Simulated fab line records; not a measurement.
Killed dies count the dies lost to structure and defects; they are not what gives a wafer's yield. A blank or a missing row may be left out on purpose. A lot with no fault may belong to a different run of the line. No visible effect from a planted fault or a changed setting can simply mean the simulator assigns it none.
fab line records	flow n5-finfet
record: lots: 6	wafers: 18	last-day: 18
route steps=1938 shown SD_EPI_P@319 SD_ACTIVATION@330 PASSIVATION@1936
lots that met no fault: from a run of the same line without faults
start-h: start of the lot's first displayed wafer, in hours after the record's first day	wait-h: how many hours have passed since the lot's step before this one	" the same as in the row above	L1.1+2: a single row standing in for several wafers	- value missing, or start not given	* or withheld: withheld	< > ~ a bound
route shown NAME@n: names a module that has steps shown in the file, with the first one's number in the route	usual: mean and standard deviation over wafers with no fault	same: alike in all rows	chamber/n: place in a boat	sites: per-site readings	_std_site: standard deviation across them	_edge_site: the outer-site mean with the inner-site mean subtracted	radius-mm: how far each site lies from the wafer's centre	mask NAME#n: copy n	behind: the tool/chamber that last shaped the wafer	hold: why the lot was held/for how many hours/how that ended	device: the transistor (n, p or np) that didn't switch	end of line: tests run on the same wafers once the route is complete	a step without rows: its recipe alone	killed: at the first sort, the dies lost to defects and structure; wafer yield is something else	map: a wafer's dies, x killed, . not, _ none there
set.NAME: the setting the step ran with; set.NAME@STEP: the setting that earlier step ran with	model.NAME: the simulator's own value behind a step, which no gauge read
certain route steps with their lots: each step a table, each wafer a row
services: from which hour (start-h, from the record's first day; less than 0 if before it) a tool's chamber was out of use, for how many hours, and why
== steps ==
step: N5_SD_EPI_P_PRECLEAN_51
recipe: chemistry: NF3:NH3	afs-cycles: 1	temp-c: 30	time-s: 20	sublimation-temp-c: 180	sublimation-time-s: 60	pressure-torr: 3	rf-power-w: 30
step: N5_SD_EPI_P_VAPOR_ETCH_44
recipe: chemistry: NF3/Ar	target: SiGe30	temp-c: 25	time-s: 3.3	mode: isotropic
step: N5_SD_EPI_P_EPI_21
recipe: material: SiGe:B	dopant: B	temp-c: 550	pressure-torr: 20	ambient: H2	time-s: 355
step: N5_SD_EPI_P_EPI_MEAS_23
recipe: mode: xrd
usual: thk-nm: 60.7/1.2
lot.wafer	tool	chamber	start-h	wait-h	thk-nm
L127.1	film-metro-01	-	84.03	1.8	60.6
L127.3	"	-	"	"	60.2
L127.6	"	-	"	"	58.6
L128.4	film-metro-01	-	89.04	0.8	61.2
L128.5	"	-	"	"	63.1
L128.6	"	-	"	"	60.0
L139.4	film-metro-01	-	157.07	0.8	59.4
L139.5	"	-	"	"	60.9
L139.6	"	-	"	"	62.2
L141.2	film-metro-01	-	165.98	1.5	62.0
L141.5	"	-	"	"	59.6
L141.6	"	-	"	"	59.4
L144.2	film-metro-02	-	182.91	1.5	62.5
L144.3	"	-	"	"	61.3
L144.5	"	-	"	"	61.5
L145.2	film-metro-02	-	197.08	2.0	58.9
L145.3	"	-	"	"	58.3
L145.5	"	-	"	"	59.6
step: N5_SD_EPI_P_HM_STRIP_48
recipe: chemistry: H3PO4	temp-c: 160	material: SiNx	target: SiNx	target-depth-a: 30	overetch-fraction: 0.3
step: N5_SD_EPI_P_SRD_49
recipe: dry: ipa-marangoni	time-s: 30	temp-c: 23	rinse-liquid: diw
step: N5_SD_EPI_P_PRECLEAN_24
recipe: chemistry: O3/DIW	time-s: 45	temp-c: 22	o3-ppm: 10
step: N5_SD_EPI_P_PRECLEAN_32
recipe: chemistry: dHF	time-s: 10	dilution: 500:1	temp-c: 25
step: N5_SD_EPI_P_PRECLEAN_33
recipe: chemistry: SC2	time-s: 45	temp-c: 35	mix: 1:1:50
step: N5_SD_EPI_P_SRD_25
recipe: time-s: 30	temp-c: 23	rinse-liquid: diw	dry: ipa-marangoni
step: N5_SD_EPI_P_INSPECT_26
recipe: inspect-instrument: darkfield	mode: post-epi
usual: raw-defect-count: 173/41
lot.wafer	tool	chamber	start-h	wait-h	raw-defect-count
L127.1	defect-inspect-01	-	84.21	0.0	104
L127.3	"	-	"	"	116
L127.6	"	-	"	"	166
L128.4	defect-inspect-02	-	89.21	0.0	201
L128.5	"	-	"	"	181
L128.6	"	-	"	"	251
L139.4	defect-inspect-01	-	157.24	0.0	149
L139.5	"	-	"	"	104
L139.6	"	-	"	"	125
L141.2	defect-inspect-02	-	166.15	0.0	186
L141.5	"	-	"	"	163
L141.6	"	-	"	"	159
L144.2	defect-inspect-02	-	183.09	0.0	182
L144.3	"	-	"	"	152
L144.5	"	-	"	"	134
L145.2	defect-inspect-01	-	197.25	0.0	166
L145.3	"	-	"	"	171
L145.5	"	-	"	"	158
step: N5_SD_ACTIVATION_RTA_00
recipe: temp-c: 975	time-s: 0	ambient: N2	idle-temp-c: 600	ramp-up-c-per-s: 150	ramp-down-c-per-s: 60	cool-to-c: 600
usual: lamp-power-pct: 8.96/0.051	wafer_temp_C_max: 974.9/1.9
lot.wafer	tool	chamber	start-h	wait-h	lamp-power-pct	wafer_temp_C_max
L127.1	rtp-anneal-02	0	84.23	0.0	8.93	976.1
L127.3	"	0	"	"	9.02	975.7
L127.6	"	0	"	"	8.95	974.8
L128.4	rtp-anneal-02	0	89.33	0.1	9.04	976.7
L128.5	"	0	"	"	8.81	973.9
L128.6	"	0	"	"	8.95	976.6
L139.4	rtp-anneal-01	0	157.45	0.2	8.88	979.0
L139.5	"	0	"	"	8.99	973.5
L139.6	"	0	"	"	8.94	973.8
L141.2	rtp-anneal-02	0	166.21	0.1	8.95	977.5
L141.5	"	0	"	"	9.02	976.9
L141.6	"	0	"	"	9.00	975.0
L144.2	rtp-anneal-02	0	183.14	0.1	9.01	973.5
L144.3	"	0	"	"	8.95	971.0
L144.5	"	0	"	"	8.99	974.0
L145.2	rtp-anneal-01	0	197.31	0.1	8.98	975.3
L145.3	"	0	"	"	8.91	975.3
L145.5	"	0	"	"	8.95	975.8
step: N5_SD_ACTIVATION_LSA_01
recipe: temp-c: 1080	time-s: 0.0008	ambient: N2
usual: wafer_temp_C_max: 1085.4/1.1
lot.wafer	tool	chamber	start-h	wait-h	wafer_temp_C_max
L127.1	laser-anneal-02	0	84.43	0.2	1085.8
L127.3	"	0	"	"	1083.4
L127.6	"	0	"	"	1085.5
L128.4	laser-anneal-01	0	89.53	0.2	1085.6
L128.5	"	0	"	"	1085.6
L128.6	"	0	"	"	1084.5
L139.4	laser-anneal-01	0	157.65	0.2	1064.9
L139.5	"	0	"	"	1065.7
L139.6	"	0	"	"	1065.3
L141.2	laser-anneal-01	0	166.41	0.2	1066.5
L141.5	"	0	"	"	1067.8
L141.6	"	0	"	"	1068.0
L144.2	laser-anneal-02	0	183.34	0.2	1084.7
L144.3	"	0	"	"	1086.8
L144.5	"	0	"	"	1085.8
L145.2	laser-anneal-02	0	197.52	0.2	1084.0
L145.3	"	0	"	"	1085.1
L145.5	"	0	"	"	1083.8
step: N5_PASSIVATION_PROBE_49
usual: killed_at_M0_to_M3: 34/10	killed_at_M4_up: 13/5.4	killed-at-contacts: 13/6	killed-at-front-end: 42/13	killed-at-other: 4/3.2	killed-dies: 107/18	killed-on-rim: 14/4.2	killed-open: 69/14	killed-short: 35/7.7
same: gross-dies: 1180	killed-at-back-side: 0
lot.wafer	tool	chamber	start-h	wait-h	killed_at_M0_to_M3	killed_at_M4_up	killed-at-contacts	killed-at-front-end	killed-at-other	killed-dies	killed-on-rim	killed-open	killed-short
L128.4	prober-01	-	289.65	0.2	26	10	19	20	2	77	10	48	27
L128.5	prober-01	-	289.70	0.2	21	17	7	39	9	93	13	56	30
L128.6	prober-01	-	289.75	0.3	46	7	18	37	2	110	16	63	42
L127.1	prober-02	-	294.46	0.0	27	9	9	63	1	109	14	64	36
L127.3	prober-02	-	294.56	0.1	16	6	10	34	6	72	13	47	19
L127.6	prober-02	-	294.71	0.3	20	11	11	68	4	114	8	68	39
L139.4	prober-02	-	374.81	0.2	41	23	7	63	3	137	19	88	34
L139.5	prober-02	-	374.86	0.2	45	10	13	58	2	128	12	96	32
L139.6	prober-02	-	374.91	0.3	46	13	10	47	9	125	17	89	33
L144.2	prober-02	-	400.82	0.1	32	21	12	23	2	90	5	69	18
L144.3	prober-02	-	400.87	0.1	26	18	13	50	2	109	13	73	35
L144.5	prober-02	-	400.97	0.2	22	15	14	32	4	87	8	57	29
L141.2	prober-02	-	407.83	0.1	22	16	22	47	0	107	16	60	30
L141.5	prober-02	-	407.98	0.2	39	7	5	25	4	80	14	47	32
L141.6	prober-02	-	408.03	0.3	27	16	11	40	0	94	12	61	22
L145.2	prober-01	-	424.73	0.1	41	14	16	32	6	109	6	71	36
L145.3	prober-01	-	424.78	0.1	45	12	9	34	3	103	11	70	28
L145.5	prober-01	-	424.88	0.2	53	7	17	34	1	112	14	75	31
killed by level:class
L128.4 MOL_CONTACT_COAG:geometric-particle:open=12 BEOL_M0_SAQP:geometric-particle:short=9 BEOL_M0_SAQP:geometric-particle:open=7 MOL_CONTACT_COAG:geometric-particle:short=6 STARTING-WAFER:geometric-particle:short=4 BEOL_M1:geometric-particle:open=3 BEOL_M4:geometric-particle:open=3 BEOL_M2:geometric-particle:open=3
L128.5 BEOL_M4:geometric-particle:open=10 FIN_SAQP:geometric-particle:short=9 BEOL_M0_SAQP:geometric-particle:open=6 BEOL_M2:geometric-particle:open=6 HKMG_FIN:area-etch=5 DUMMY_GATE:geometric-particle:open=4 MOL_CONTACT_COAG:geometric-particle:open=4 BEOL_M2:geometric-particle:short=4
L128.6 BEOL_M0_SAQP:geometric-particle:short=15 BEOL_M0_SAQP:geometric-particle:open=11 BEOL_M2:geometric-particle:open=10 MOL_CONTACT_COAG:geometric-particle:open=9 DUMMY_GATE:geometric-particle:open=8 FIN_SAQP:geometric-particle:short=5 MOL_CONTACT_COAG:geometric-particle:short=5 FIN_SAQP:geometric-particle:open=4
L127.1 FIN_SAQP:geometric-particle:open=26 FIN_SAQP:geometric-particle:short=10 MOL_CONTACT_COAG:geometric-particle:open=6 BEOL_M1:geometric-particle:open=6 BEOL_M2:geometric-particle:open=6 BEOL_M3:geometric-particle:open=6 GATE_CUT:geometric-particle:short=5 STI_FIN_REVEAL:geometric-particle:short=4
L127.3 FIN_SAQP:geometric-particle:short=10 FIN_SAQP:geometric-particle:open=9 MOL_CONTACT_COAG:geometric-particle:open=7 BEOL_M1:geometric-particle:open=7 DUMMY_GATE:geometric-particle:open=4 PASSIVATION:area-etch=4 STI_FIN_REVEAL:geometric-particle:open=3 BEOL_M2:geometric-particle:open=3
L127.6 FIN_SAQP:geometric-particle:open=21 FIN_SAQP:geometric-particle:short=14 MOL_CONTACT_COAG:geometric-particle:open=8 BEOL_M1:geometric-particle:open=8 STI_FIN_REVEAL:geometric-particle:open=6 GATE_CUT:geometric-particle:short=6 BEOL_M2:geometric-particle:open=5 FIN_CUT:area-etch=5
L139.4 STI_FIN_REVEAL:geometric-particle:open=15 BEOL_M4:geometric-particle:open=13 FIN_CUT:area-etch=10 BEOL_M3:geometric-particle:open=9 BEOL_M0_SAQP:geometric-particle:open=8 BEOL_M0_SAQP:geometric-particle:short=7 BEOL_M1:geometric-particle:open=7 FIN_SAQP:geometric-particle:open=6
L139.5 FIN_SAQP:geometric-particle:open=18 STI_FIN_REVEAL:geometric-particle:open=17 BEOL_M2:geometric-particle:open=15 BEOL_M3:geometric-particle:open=10 MOL_CONTACT_COAG:geometric-particle:open=10 BEOL_M0_SAQP:geometric-particle:short=7 DUMMY_GATE:geometric-particle:open=5 FIN_SAQP:geometric-particle:short=4
L139.6 BEOL_M3:geometric-particle:open=16 STI_FIN_REVEAL:geometric-particle:open=12 BEOL_M0_SAQP:geometric-particle:short=7 BEOL_M0_SAQP:geometric-particle:open=7 BEOL_M2:geometric-particle:open=6 FIN_SAQP:geometric-particle:open=5 DUMMY_GATE:geometric-particle:open=5 SPACER0:geometric-particle:open=5
L144.2 MOL_CONTACT_COAG:geometric-particle:open=11 BEOL_M2:geometric-particle:open=9 BEOL_M4:geometric-particle:open=8 STI_FIN_REVEAL:geometric-particle:open=7 BEOL_M1:geometric-particle:open=6 FIN_SAQP:geometric-particle:open=4 BEOL_M3:geometric-particle:open=4 BEOL_M0_SAQP:geometric-particle:open=4
L144.3 STI_FIN_REVEAL:geometric-particle:open=15 BEOL_M4:geometric-particle:open=12 MOL_CONTACT_COAG:geometric-particle:open=8 BEOL_M2:geometric-particle:open=8 FIN_SAQP:geometric-particle:open=5 STI_FIN_REVEAL:geometric-particle:short=5 MOL_CONTACT_COAG:geometric-particle:short=5 BEOL_M3:geometric-particle:open=5
L144.5 MOL_CONTACT_COAG:geometric-particle:open=11 STI_FIN_REVEAL:geometric-particle:open=10 BEOL_M4:geometric-particle:open=7 FIN_SAQP:geometric-particle:open=5 GATE_CUT:geometric-particle:open=5 BEOL_M0_SAQP:geometric-particle:short=5 BEOL_M1:geometric-particle:open=5 BEOL_M0_SAQP:geometric-particle:open=4
L141.2 MOL_CONTACT_COAG:geometric-particle:open=14 HKMG_FIN:area-etch=12 STI_FIN_REVEAL:geometric-particle:open=9 MOL_CONTACT_COAG:geometric-particle:short=8 DUMMY_GATE:geometric-particle:open=7 FIN_SAQP:geometric-particle:short=6 BEOL_M1:geometric-particle:open=6 BEOL_M3:geometric-particle:open=5
L141.5 BEOL_M0_SAQP:geometric-particle:short=12 BEOL_M1:geometric-particle:open=10 BEOL_M0_SAQP:geometric-particle:open=8 DUMMY_GATE:geometric-particle:open=5 BEOL_M2:geometric-particle:open=5 FIN_SAQP:geometric-particle:open=4 FIN_SAQP:geometric-particle:short=4 MOL_CONTACT_COAG:geometric-particle:open=4
L141.6 BEOL_M3:geometric-particle:open=14 FIN_CUT:area-etch=11 MOL_CONTACT_COAG:geometric-particle:open=9 FIN_SAQP:geometric-particle:open=7 STI_FIN_REVEAL:geometric-particle:open=7 BEOL_M4:geometric-particle:open=7 BEOL_M1:geometric-particle:open=7 GATE_CUT:geometric-particle:short=5
L145.2 MOL_CONTACT_COAG:geometric-particle:open=15 BEOL_M0_SAQP:geometric-particle:open=12 BEOL_M4:geometric-particle:open=9 BEOL_M0_SAQP:geometric-particle:short=9 STI_FIN_REVEAL:geometric-particle:open=7 BEOL_M2:geometric-particle:open=7 ILD0:geometric-particle:short=5 PASS1_CAP:geometric-particle:open=4
L145.3 BEOL_M2:geometric-particle:open=14 STI_FIN_REVEAL:geometric-particle:open=9 BEOL_M0_SAQP:geometric-particle:open=9 BEOL_M4:geometric-particle:open=9 BEOL_M0_SAQP:geometric-particle:short=7 MOL_CONTACT_COAG:geometric-particle:open=6 FIN_SAQP:geometric-particle:short=4 BEOL_M0:geometric-particle:open=4
L145.5 BEOL_M0_SAQP:geometric-particle:open=17 BEOL_M2:geometric-particle:open=16 MOL_CONTACT_COAG:geometric-particle:open=12 BEOL_M0_SAQP:geometric-particle:short=10 STI_FIN_REVEAL:geometric-particle:open=8 FIN_SAQP:geometric-particle:short=5 MOL_CONTACT_COAG:geometric-particle:short=5 BEOL_M1:geometric-particle:open=4
== services ==
tool	chamber	start-h	hours	kind
laser-anneal-01	-	68.24	9.2	pm
laser-anneal-02	-	146.26	13.8	pm
laser-anneal-01	-	160.11	3.1	pm
laser-anneal-01	-	192.83	7.1	pm
== key ==
first-sign: step: N5_SD_ACTIVATION_LSA_01	reading: wafer_temp_C_max	direction: down	sigmas: 17	usual: *	struck: *
effect none on later readings
met-at N5_SD_ACTIVATION_LSA_01
struck-wafers L139.4,L139.5,L139.6,L141.2,L141.5,L141.6
tester-left-out L139,L141
baseline-loss: step: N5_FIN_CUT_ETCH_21	wafers: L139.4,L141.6
baseline-loss: step: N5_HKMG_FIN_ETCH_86	wafers: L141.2
onset-between 89.53 157.65
fault: kind: process-parameter-drift	tool: laser-anneal-01	chamber: -	onset-h: 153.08	steps: N5_SD_ACTIVATION_LSA_01	channel: temp-c	offset: *	shape: step	end-h: 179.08	stated: *
tester-left-out: of these lots the tester's yield and bins aren't shown, on N5 and GAA mostly nor the transistor test; their killed dies are dies lost to structure and defects alone, not to doping, threshold or leakage, so they don't give the yield
baseline-loss: these wafers lose ten dies or more at that step, a loss of the line's own and not of a fault; the sort's usual values leave them out
